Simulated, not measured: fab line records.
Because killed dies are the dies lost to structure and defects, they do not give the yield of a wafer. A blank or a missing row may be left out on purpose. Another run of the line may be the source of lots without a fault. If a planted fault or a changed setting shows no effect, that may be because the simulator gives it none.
What tool caused it? ; flow n5 finfet ; 11 lots, 33 wafers sampled, at 2 steps of a route of 1938

== WHAT THE GAUGES READ, wafer by wafer ==
N5_BEOL_M13_CD_MEAS_10: target cd 190 nm.
lot;measured;on;cd nm (nm)
L611;day 10 15:37;cd sem-01;190.1 189.0 190.2
L614;day 11 06:30;cd sem-03;192.1 192.5 194.0
L618;day 12 18:19;cd sem-01;189.1 189.4 190.7
L619;day 13 02:11;cd sem-03;191.4 191.4 191.5
L622;day 13 20:52;cd sem-02;192.2 189.6 192.0
L621;day 13 23:04;cd sem-03;191.9 191.0 192.2
L623;day 14 02:14;cd sem-01;191.0 191.6 188.7
L625;day 14 08:29;cd sem-03;190.0 189.9 189.5
L627;day 14 16:24;cd sem-02;192.1 191.3 192.0
L631;day 15 15:55;cd sem-01;190.3 190.6 190.6
L633;day 16 16:16;cd sem-01;191.6 192.4 194.7

== WHAT TOOL EACH LOT RAN ON (gives the tool, then ch and the chambers of the sampled wafers, and finally the start) ==
lot;N5_BEOL_M13_ILD_DEP_00
L611;pecvd-03 ch 1,2, day 10 15:02
L614;pecvd-03 ch 0,1, day 11 06:03
L618;pecvd-01 ch 0,1,2, day 12 17:52
L619;pecvd-03 ch 1,2, day 13 01:36
L622;pecvd-04 ch 0,1, day 13 20:17
L621;pecvd-04 ch 0,1,2, day 13 22:37
L623;pecvd-04 ch 1,2, day 14 01:47
L625;pecvd-03 ch 0,1, day 14 07:54
L627;pecvd-03 ch 0,2, day 14 15:49
L631;pecvd-03 ch 0,1,2, day 15 15:27
L633;pecvd-03 ch 0,1,2, day 16 15:40
- N5_BEOL_M13_ILD_DEP_00: deposits SiOC from DEMS/O2, target thk 837.92 nm, time 166.4 s.

== THE ANSWER, worked out from the rows above alone ==
Rule: what is usual is taken from the lots themselves. Put in order of their means at a reading, lots are off if they are a third of the lots or fewer, leave a main group of 4 or more, and stand apart from it by a gap of 3 or more times the standard deviation of the main group's means; of several such gaps the widest counts. Not used: any main group whose means are identical at the precision the tables above print for the reading. Also off: a lot with no number at a reading for which 4 or more lots have one. The other lots that the step has rows for count as sound.
No lot is off on any of the readings shown, so nothing can be concluded from this.

== WHAT WAS PUT IN BY THE SIMULATOR ==
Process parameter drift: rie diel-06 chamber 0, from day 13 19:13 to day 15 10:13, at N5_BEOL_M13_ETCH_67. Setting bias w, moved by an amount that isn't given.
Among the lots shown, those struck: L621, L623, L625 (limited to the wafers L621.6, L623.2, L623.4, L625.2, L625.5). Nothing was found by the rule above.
